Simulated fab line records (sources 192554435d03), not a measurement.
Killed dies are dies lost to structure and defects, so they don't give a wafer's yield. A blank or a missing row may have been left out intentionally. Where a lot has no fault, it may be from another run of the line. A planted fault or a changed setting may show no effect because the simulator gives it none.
Matching of chambers :: flow n5Finfet :: N5_BEOL_M1_STRIP_66 on rieDiel-02: 4 sister chambers
The step strips in CF4. 4 wafers are shown with their chamber, then 8 later ones without.

== WAFERS PAIRED WITH THEIR CHAMBERS ==
wafer: L078.6
chamber: 1
drypumpMotorCurrentA (A): 6.2

wafer: L081.1
chamber: 0
drypumpMotorCurrentA (A): 5.7

wafer: L081.3
chamber: 3
drypumpMotorCurrentA (A): 5.9

wafer: L085.1
chamber: 2
drypumpMotorCurrentA (A): 5.0

== WAFERS WHOSE CHAMBER IS MISSING ==
wafer: L085.2
drypumpMotorCurrentA (A): 5.7

wafer: L085.5
drypumpMotorCurrentA (A): 6.2

wafer: L086.1
drypumpMotorCurrentA (A): 6.2

wafer: L086.3
drypumpMotorCurrentA (A): 4.9

wafer: L086.4
drypumpMotorCurrentA (A): 5.7

wafer: L096.2
drypumpMotorCurrentA (A): 4.9

wafer: L096.4
drypumpMotorCurrentA (A): 5.7

wafer: L096.6
drypumpMotorCurrentA (A): 5.9

== CHAMBER TAKEN BY EACH ==
wafer: L085.2
from the rows above: 0
in truth: 0

wafer: L085.5
from the rows above: 1
in truth: 1

wafer: L086.1
from the rows above: 1
in truth: 1

wafer: L086.3
from the rows above: 2
in truth: 2

wafer: L086.4
from the rows above: 0
in truth: 0

wafer: L096.2
from the rows above: 2
in truth: 2

wafer: L096.4
from the rows above: 0
in truth: 0

wafer: L096.6
from the rows above: 3
in truth: 3
8 of 8 placed correctly. From these rows, 0 cannot be placed. 0 placed wrongly.
How it was worked out, from the rows above alone: a wafer's distance from a chamber is the root of the sum, over the readings, of the square of ((its reading less the chamber's mean) divided by the reading's scatter). If the next closest chamber is less than 2 further off than the closest, the wafer can't be placed; otherwise it belongs to the closest. A chamber's mean is the mean of its shown wafers. The scatter: root of mean squared gap, hidden wafer to nearest shown wafer, with one shown wafer a chamber.
